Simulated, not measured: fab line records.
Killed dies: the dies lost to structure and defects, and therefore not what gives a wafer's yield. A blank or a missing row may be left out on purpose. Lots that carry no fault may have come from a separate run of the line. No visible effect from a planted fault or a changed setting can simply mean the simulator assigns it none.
A struck lot beside a sound one -- flow n5Finfet -- 27 out of 1938 route steps
Sound: these wafers, L391.3, L391.4, L391.6. Struck: wafer L406.2. (L406.3 of the same lot was not struck and is left out.) The cause comes at the end.
Each step with rows lists, per side, the tool, then ch with its chambers, then its first start. Under that, the readings that differ: sound wafers -- struck wafers -- difference of the means -- sigmas: that difference in standard deviations of wafers without a fault.
alike: readings whose means differ by less than 2 such deviations, and words and numbers that are the same on both sides. not compared: withheld readings, readings that some wafer has no value for, bounds like >300 that may hide the same value, and numbers for which the record gives no deviation and whose values overlap.
The two part at a step that has a row with sigmas, a row that says differs or no value, or rows on one side only. When numbers do not overlap yet have no deviation, they are printed without sigmas and do not part them. A reading that every wafer of one side lacks parts them only if that side has two wafers or more.

first, 3 steps without rows for these wafers: N5_STI_FIN_REVEAL_ALD_14 (deposits Si3N4, target thk 3 nm); N5_STI_FIN_REVEAL_FCVD_FILL_01 (material SiO2 flowable, target thk 312 nm, time 512.2 s); N5_STI_FIN_REVEAL_DENSIFY_02 (time 1800 s).
N5_STI_FIN_REVEAL_CMP_04: polishes, stops on Si3N4, t overpolish 4 s, target thk 131.83 nm.
  sound on cmp-03 ch 1,3, day 3 00:59; struck on cmp-04 ch 1, day 6 16:04
  alike: motorCurrentA, overpolishRunS, timeToEndpointS
N5_STI_FIN_REVEAL_THK_MEAS_05:
  sound on filmMetro-01, day 3 01:14; struck on filmMetro-02, day 6 16:19
  alike: thkNm
N5_STI_FIN_REVEAL_DENSIFY_30:
  sound on rtpAnneal-02 ch 0, day 3 01:20; struck on rtpAnneal-02 ch 0, day 6 16:38
  alike: lampPowerPct, lamp_zone_4_pct
  not compared: wafer_temp_C_max
then, 1 step without rows for these wafers: N5_STI_FIN_REVEAL_ETCHBACK_08 (etches SiO2 in C4F6/O2, target depth 30.5 nm, time 10.167 s).
N5_STI_FIN_REVEAL_STRIP_24: strips in N2/H2, time 90 s.
  sound on rieDiel-01 ch 0,1,3, day 3 01:32; struck on rieDiel-01 ch 2, day 6 16:52
  alike: biasPowerW, drypumpMotorCurrentA, oesProductAu, rfVppV, showerheadPlenumPTorr, throttleValvePct
  not compared: rfHoursCounterH
then, 4 steps without rows for these wafers: N5_STI_FIN_REVEAL_PRECLEAN_25 (cleans in SPM, time 90 s); N5_STI_FIN_REVEAL_PRECLEAN_26 (cleans in SC1, time 45 s); N5_STI_FIN_REVEAL_PRECLEAN_29 (cleans in DHF, time 30 s); N5_STI_FIN_REVEAL_SRD_12 (time 30 s).
N5_STI_FIN_REVEAL_RECESS_09: chemistry HF/NH3, target SiO2, afs cycles 11, target depth 42.5 nm, sublimation time 60 s.
  sound on vaporEtch-02 ch 0,1, day 3 02:16; struck on vaporEtch-02 ch 0, day 6 17:04
  alike: drypumpMotorCurrentA
then, 2 steps without rows for these wafers: N5_STI_FIN_REVEAL_STRIP_16 (strips SiNx in H3PO4, target depth 23.8 nm); N5_STI_FIN_REVEAL_PRECLEAN_17 (cleans in NF3:NH3, afs cycles 1, time 20 s, sublimation time 60 s).
N5_STI_FIN_REVEAL_ETCH_34: etches Si in H2, material Si, target depth 0.97 nm.
  sound on rieSi-04 ch 0,1,2, day 3 03:50; struck on rieSi-05 ch 3, day 6 19:10
reading,sound,struck,difference,sigmas
oesProductAu (a.u.),1.009 1.025 1.020,0.981,-0.037,-2
  alike: drypumpMotorCurrentA, throttleValvePct
  not compared: rfHoursCounterH
then, 4 steps without rows for these wafers: N5_STI_FIN_REVEAL_OXIDATION_31 (chemistry O2 PLASMA REMOTE, time 20 s); N5_STI_FIN_REVEAL_PRECLEAN_32 (cleans in NF3:NH3, afs cycles 1, time 20 s, sublimation time 60 s); N5_STI_FIN_REVEAL_STRIP_35 (strips Si3N4 in H3PO4, target depth 4 nm, time 39 s); N5_STI_FIN_REVEAL_SRD_21 (time 30 s).
N5_STI_FIN_REVEAL_OXIDATION_33: chemistry O2 PLASMA REMOTE, time 20 s.
  sound on plasmaAsher-01 ch 0,1, day 3 04:16; struck on plasmaAsher-01 ch 0, day 6 19:35
reading,sound,struck,difference,sigmas
rfHoursCounterH (h),- - -,101,no value on the sound wafers,
  alike: drypumpMotorCurrentA, heaterPowerW
then, 2 steps without rows for these wafers: N5_STI_FIN_REVEAL_CLEAN_19 (cleans in O3/DIW, time 120 s); N5_STI_FIN_REVEAL_SRD_23 (time 30 s).
N5_STI_FIN_REVEAL_CD_MEAS_22: target cd 6.238 nm, pitch 28 nm.
  sound on cdSem-02, day 3 04:25; struck on cdSem-03, day 6 19:44
reading,sound,struck,difference,sigmas
cdNm (nm),5.73 6.03 5.17,6.37,+0.73,+3
N5_STI_FIN_REVEAL_FIN_H_MEAS_10:
  sound on ocd-02, day 3 04:26; struck on ocd-01, day 6 19:46
reading,sound,struck,difference,sigmas
trenchDepthNm (nm),51.2 50.7 50.9,47.8,-3.1,-4
then, 1 step without rows for these wafers: N5_STI_FIN_REVEAL_PRECLEAN_18 (cleans in SC2, time 45 s).
-- the record jumps here: 11 days lie between the struck wafers' starts before and after (it left off in module STI_FIN_REVEAL and takes up again in module PASSIVATION, whose first step shown is number 1936 of the route) --
N5_PASSIVATION_PROBE_49:
  sound on prober-01, day 14 07:29; struck on prober-01, day 18 02:17
reading,sound,struck,difference,sigmas
killed_at_M0_to_M3,42 37 75,29,-22,-2
killedAtContacts,12 20 15,30,+14,+2
killedShort,30 48 57,28,-17,-2
  alike: killed_at_M4_up, killedAtFrontEnd, killedAtOther, killedDies, killedOpen

## WHERE THEY PART
First at N5_STI_FIN_REVEAL_ETCH_34; last, within this record, at N5_PASSIVATION_PROBE_49.

WHY: what the simulator had put in
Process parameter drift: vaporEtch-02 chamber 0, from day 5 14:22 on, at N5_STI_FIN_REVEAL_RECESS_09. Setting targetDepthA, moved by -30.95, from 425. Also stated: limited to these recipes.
